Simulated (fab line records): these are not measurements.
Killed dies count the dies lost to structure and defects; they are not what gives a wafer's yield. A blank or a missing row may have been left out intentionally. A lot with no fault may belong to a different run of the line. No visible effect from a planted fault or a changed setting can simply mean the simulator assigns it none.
Chamber matching || flow n5_finfet || rie_diel-01 running N5_FIN_SAQP_ETCH_69: 4 sister chambers
The step etches SOC in N2/H2, stops on SiNx, target depth 150 nm. 14 wafers are shown with their chamber, then 7 later ones without.

## WAFERS, EACH WITH ITS CHAMBER
{"wafer": "L076.1", "chamber": 2, "drypump_motor_current_A (A)": 6.4, "showerhead_plenum_p_Torr (Torr)": 2.51, "throttle_valve_pct (%)": 17.79}
{"wafer": "L076.3", "chamber": 3, "drypump_motor_current_A (A)": 5.7, "showerhead_plenum_p_Torr (Torr)": 2.50, "throttle_valve_pct (%)": 18.17}
{"wafer": "L076.4", "chamber": 0, "drypump_motor_current_A (A)": 6.1, "showerhead_plenum_p_Torr (Torr)": 2.43, "throttle_valve_pct (%)": 17.95}
{"wafer": "L079.2", "chamber": 0, "drypump_motor_current_A (A)": 6.1, "showerhead_plenum_p_Torr (Torr)": 2.43, "throttle_valve_pct (%)": 17.94}
{"wafer": "L079.3", "chamber": 3, "drypump_motor_current_A (A)": 5.7, "showerhead_plenum_p_Torr (Torr)": 2.49, "throttle_valve_pct (%)": 18.18}
{"wafer": "L079.5", "chamber": 3, "drypump_motor_current_A (A)": 5.7, "showerhead_plenum_p_Torr (Torr)": 2.49, "throttle_valve_pct (%)": 18.18}
{"wafer": "L081.2", "chamber": 0, "drypump_motor_current_A (A)": 6.1, "showerhead_plenum_p_Torr (Torr)": 2.43, "throttle_valve_pct (%)": 17.96}
{"wafer": "L081.3", "chamber": 1, "drypump_motor_current_A (A)": 5.4, "showerhead_plenum_p_Torr (Torr)": 2.54, "throttle_valve_pct (%)": 17.91}
{"wafer": "L081.5", "chamber": 0, "drypump_motor_current_A (A)": 6.1, "showerhead_plenum_p_Torr (Torr)": 2.43, "throttle_valve_pct (%)": 17.96}
{"wafer": "L088.3", "chamber": 3, "drypump_motor_current_A (A)": 5.7, "showerhead_plenum_p_Torr (Torr)": 2.49, "throttle_valve_pct (%)": 17.68}
{"wafer": "L088.5", "chamber": 1, "drypump_motor_current_A (A)": 5.3, "showerhead_plenum_p_Torr (Torr)": 2.54, "throttle_valve_pct (%)": 17.95}
{"wafer": "L088.6", "chamber": 2, "drypump_motor_current_A (A)": 6.3, "showerhead_plenum_p_Torr (Torr)": 2.50, "throttle_valve_pct (%)": 17.83}
{"wafer": "L092.1", "chamber": 1, "drypump_motor_current_A (A)": 5.3, "showerhead_plenum_p_Torr (Torr)": 2.53, "throttle_valve_pct (%)": 17.97}
{"wafer": "L092.3", "chamber": 0, "drypump_motor_current_A (A)": 6.1, "showerhead_plenum_p_Torr (Torr)": 2.42, "throttle_valve_pct (%)": 18.01}

SIGNATURES (averages over the wafers above)
{"reading": "drypump_motor_current_A", "chamber 0": 6.100, "chamber 1": 5.333, "chamber 2": 6.350, "chamber 3": 5.700, "scatter within a chamber": 0.0342}
{"reading": "showerhead_plenum_p_Torr", "chamber 0": 2.4280, "chamber 1": 2.5367, "chamber 2": 2.5050, "chamber 3": 2.4925, "scatter within a chamber": 0.00521}
{"reading": "throttle_valve_pct", "chamber 0": 17.9640, "chamber 1": 17.9433, "chamber 2": 17.8100, "chamber 3": 18.0525, "scatter within a chamber": 0.138}
Rule: for a wafer and a chamber, the distance is found by dividing, reading by reading, the gap between the wafer's reading and the chamber's mean by the reading's scatter, squaring, summing and taking the root. If the next closest chamber is less than 2 further off than the closest, the wafer can't be placed; otherwise it belongs to the closest. The scatter: take each reading less its chamber's mean, square it, sum over the shown wafers, divide by the number of wafers less the number of chambers, and take the root.

## WAFERS WHOSE CHAMBER IS MISSING
{"wafer": "L092.6", "drypump_motor_current_A (A)": 5.7, "showerhead_plenum_p_Torr (Torr)": 2.48, "throttle_valve_pct (%)": 17.71}
{"wafer": "L094.1", "drypump_motor_current_A (A)": 6.4, "showerhead_plenum_p_Torr (Torr)": 2.49, "throttle_valve_pct (%)": 17.85}
{"wafer": "L094.2", "drypump_motor_current_A (A)": 5.7, "showerhead_plenum_p_Torr (Torr)": 2.48, "throttle_valve_pct (%)": 17.71}
{"wafer": "L094.6", "drypump_motor_current_A (A)": 5.3, "showerhead_plenum_p_Torr (Torr)": 2.53, "throttle_valve_pct (%)": 17.98}
{"wafer": "L097.1", "drypump_motor_current_A (A)": 5.3, "showerhead_plenum_p_Torr (Torr)": 2.53, "throttle_valve_pct (%)": 17.99}
{"wafer": "L097.3", "drypump_motor_current_A (A)": 5.7, "showerhead_plenum_p_Torr (Torr)": 2.48, "throttle_valve_pct (%)": 17.71}
{"wafer": "L097.5", "drypump_motor_current_A (A)": 5.3, "showerhead_plenum_p_Torr (Torr)": 2.53, "throttle_valve_pct (%)": 18.00}

## THE CHAMBER EACH PASSED THROUGH
{"wafer": "L092.6", "from the rows above": 3, "in truth": 3}
{"wafer": "L094.1", "from the rows above": 2, "in truth": 2}
{"wafer": "L094.2", "from the rows above": 3, "in truth": 3}
{"wafer": "L094.6", "from the rows above": 1, "in truth": 1}
{"wafer": "L097.1", "from the rows above": 1, "in truth": 1}
{"wafer": "L097.3", "from the rows above": 3, "in truth": 3}
{"wafer": "L097.5", "from the rows above": 1, "in truth": 1}
Correctly placed: 7 of 7. From these rows, 0 cannot be placed. Number placed wrongly: 0.
